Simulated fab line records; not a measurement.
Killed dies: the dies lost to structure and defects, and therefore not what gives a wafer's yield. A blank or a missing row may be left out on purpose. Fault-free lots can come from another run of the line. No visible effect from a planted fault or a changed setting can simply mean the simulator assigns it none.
Problem report, 8D (eight disciplines) form, completed by code    flow nand-harc    the parts of the form that need people (team, actions taken, sign-off) are left out

## 1. WHAT IS WRONG
Wafers without a fault read 1.4 %, standard deviation 0.59; sort_bin_2_pct at NHARC_END_SORT_01 reads a mean of 97.2 % on 3 wafers belonging to 2 lots. So: +99 or more standard deviations from the usual mean.
Earliest sighting: wafer L499.2 on prober-02 at day 19 23:23. The record has a number at this step for 6 wafers belonging to 2 lots. Rule for "out", or "out of limits": more than 4 standard deviations from the usual mean. Any other wafer with a number is counted as sound.

## 2. WHAT IT IS, WHAT IT ISN'T
question                     is                                                                                                                   is not
which readings at this step  sort_bin_2_pct, defect-limited-yield, killed-at-array, killed-dies, sort-n-pass, sort-rim-yield-pct, sort-yield-pct  killed-at-other, killed-at-periphery, killed-open, killed-short, sort_bin_3_pct, sort_bin_4_pct
which lots                   L499, L500                                                                                                           -
which wafers of those lots   L499.2, L499.6, L500.2                                                                                               L499.4, L500.4, L500.5
read on which gauges         prober-01, prober-02                                                                                                 -
when                         from day 19 23:23                                                                                                    up to then (0 sound wafers); but 3 sound wafers of L499, L500 came after

## 3. SUSPECTS, AND WHAT RULES EACH OUT
Counting: any tool at a process step up to the reading remains a suspect provided it ran every lot that is out. Sound lots after the first of them don't rule it out here, since some wafers of a struck lot are sound.
- ruled out: the gauge at NHARC_END_SORT_01. The wafers that are out were read on 2 gauges (prober-01, prober-02).
- pecvd-04 at NHARC_A_M1_DEP_00 (deposits SiOC, target thk 182.5 nm): kept. It ran every lot that is out, first L499 (day 18 05:17).
Left after counting: pecvd-04 at NHARC_A_M1_DEP_00.

## 4. THE CAUSE (what the simulator had put in)
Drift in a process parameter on pecvd-04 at NHARC_A_M1_DEP_00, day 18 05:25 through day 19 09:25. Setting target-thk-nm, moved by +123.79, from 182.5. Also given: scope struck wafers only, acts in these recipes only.
After counting, this tool was the only one left.

## 5. THE EFFECT CHAIN, in route order
Each row: a reading where the mean over the struck wafers with a number is more than 3 standard deviations away from the usual. Only readings whose record carries a usual standard deviation are examined. hours: median over the lots of the time between each lot's start at the first step of this table that gives one and its start at this step. sigmas: the change, counted in usual standard deviations.
hours  step               reading               usual   on struck wafers  change  sigmas
0      NHARC_END_SORT_01  defect-limited-yield  95.6 %  0.0               -95.6   -68
0      NHARC_END_SORT_01  killed-at-array       26      674               +648    +72
0      NHARC_END_SORT_01  killed-dies           30      677               +647    +71
0      NHARC_END_SORT_01  sort_bin_2_pct        1.4 %   97.2              +95.8   +99 or more
0      NHARC_END_SORT_01  sort-n-pass           647     0                 -647    -71
0      NHARC_END_SORT_01  sort-rim-yield-pct    95.4 %  0.0               -95.4   -32
0      NHARC_END_SORT_01  sort-yield-pct        95.6 %  0.0               -95.6   -68

## 6. WHAT WOULD HAVE CAUGHT IT SOONER
Counted from the fault's start at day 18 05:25, it took 42 hours until the first out-of-limits reading at a measuring or inspecting step in this record, taken at day 19 23:23.
No tool reading at NHARC_A_M1_DEP_00 that has a usual standard deviation in the record was out on any struck wafer, so an alarm limit of 4 standard deviations on those readings would not have fired.
Lots out: 2; all had begun NHARC_A_M1_DEP_00 on pecvd-04 by day 19 23:23. Holding the tool at that point would not have protected any of them.
